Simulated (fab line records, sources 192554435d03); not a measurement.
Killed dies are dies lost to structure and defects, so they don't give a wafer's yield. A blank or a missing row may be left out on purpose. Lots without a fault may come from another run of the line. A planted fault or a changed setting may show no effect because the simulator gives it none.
One fault seen from 2 desks | flow n5_finfet | each desk has only its own numbers; what lay behind them comes last

THE METROLOGY DESK
What the gauges read, lot by lot, whatever tool the lot ran on: means of the sampled wafers that have a number. A lot is out of limits, marked OUT, if its mean lies more than 4 standard deviations from the usual mean; the brackets give that distance. Of its 13 readings 7 are shown: the one that was out of limits first, and those that lie furthest out on some lot.
Columns: A = DIBL_N at N5_BEOL_M4_RC_MEAS_101, usual 36.0 mV/V; B = DIBL_P at N5_BEOL_M4_RC_MEAS_101, usual 35.8 mV/V; C = IOFF_N at N5_BEOL_M4_RC_MEAS_101, usual 0.15 nA/um; D = IOFF_P at N5_BEOL_M4_RC_MEAS_101, usual 0.20 nA/um; E = SS_N at N5_BEOL_M4_RC_MEAS_101, usual 71.5 mV/dec; F = M10_THK at N5_BEOL_M10_THK_MEAS_53, usual 139.5 nm; G = M11_ILD_THK at N5_BEOL_M11_THK_MEAS_01, usual 268 nm
lot  | first seen here | A    | B    | C    | D    | E    | F     | G
L906 | day 8 07:37     | 35.1 | 33.2 | 0.13 | 0.17 | 71.1 | 140.7 | 269
L905 | day 8 10:06     | 36.6 | 36.9 | 0.18 | 0.23 | 71.4 | 136.6 | 263
L912 | day 9 17:07     | 36.3 | 37.0 | 0.17 | 0.21 | 72.3 | 140.2 | 268
L913 | day 10 03:45    | 38.4 | 38.8 | 0.19 | 0.25 | 72.3 | 139.3 | 269
L915 | day 10 21:30    | 36.2 | 35.6 | 0.16 | 0.22 | 71.5 | 140.2 | 263
L917 | day 10 21:58    | 34.9 | 35.2 | 0.13 | 0.18 | 71.6 | 139.6 | 327 (+16) OUT
L918 | day 11 15:01    | 35.5 | 35.3 | 0.13 | 0.19 | 70.8 | 139.7 | 327 (+16) OUT
L926 | day 13 10:17    | 35.9 | 36.5 | 0.15 | 0.19 | 71.4 | 138.7 | 268
L927 | day 13 17:25    | 35.9 | 34.7 | 0.15 | 0.19 | 71.1 | 137.8 | 272
L928 | day 14 05:07    | 35.0 | 36.2 | 0.15 | 0.19 | 71.1 | 138.2 | 269
This desk's finding: out of limits on L917, L918; first on L917, day 13 00:36 (M11_ILD_THK at N5_BEOL_M11_THK_MEAS_01). In limits: L906, L905, L912, L913, L915, L926, L927, L928.

THE TOOL OWNER'S DESK: pecvd-01
The tool's own readings at N5_BEOL_M11_ILD_DEP_00 (deposits SiCOH lowk from DEMS/porogen, target thk 308.51 nm, time 58 s): means of the sampled wafers that have a number, for each lot that ran on this tool. A lot is out of limits, marked OUT, if its mean lies more than 4 standard deviations from the usual mean; the brackets give that distance.
Columns: A = heater_power_w at N5_BEOL_M11_ILD_DEP_00, usual 312 W; B = run_length_s at N5_BEOL_M11_ILD_DEP_00, usual 100.8 s; C = showerhead_plenum_p_Torr at N5_BEOL_M11_ILD_DEP_00, usual 5.733 Torr; D = throttle_valve_pct at N5_BEOL_M11_ILD_DEP_00, usual 13.7 %
lot  | first seen here | A   | B               | C     | D
L905 | day 11 00:14    | 293 | 100.9           | 5.719 | 13.7
L915 | day 12 22:18    | 290 | 100.5           | 5.724 | 13.5
L917 | day 13 00:01    | 297 | 114.1 (+33) OUT | 5.715 | 13.7
L918 | day 13 21:16    | 306 | 113.8 (+32) OUT | 5.716 | 13.7
This desk's finding: out of limits on L917, L918; first on L917, day 13 00:01 (run_length_s at N5_BEOL_M11_ILD_DEP_00). In limits: L905, L915.

PUT TOGETHER
The tool owner's desk could have raised an alarm at day 13 00:01, on L917, L918.
The metrology desk could have raised an alarm at day 13 00:36, on L917, L918.
Of the lots named, all ran N5_BEOL_M11_ILD_DEP_00 on pecvd-01.

WHAT THE SIMULATOR HAD PUT IN
Process parameter drift: pecvd-01, from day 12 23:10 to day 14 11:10, at N5_BEOL_M11_ILD_DEP_00. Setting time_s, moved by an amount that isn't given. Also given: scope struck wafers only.
Lots struck among those shown: L917, L918.
Hours from the fault's start to each desk's first reading out of limits: the tool owner's desk, 1; the metrology desk, 1.
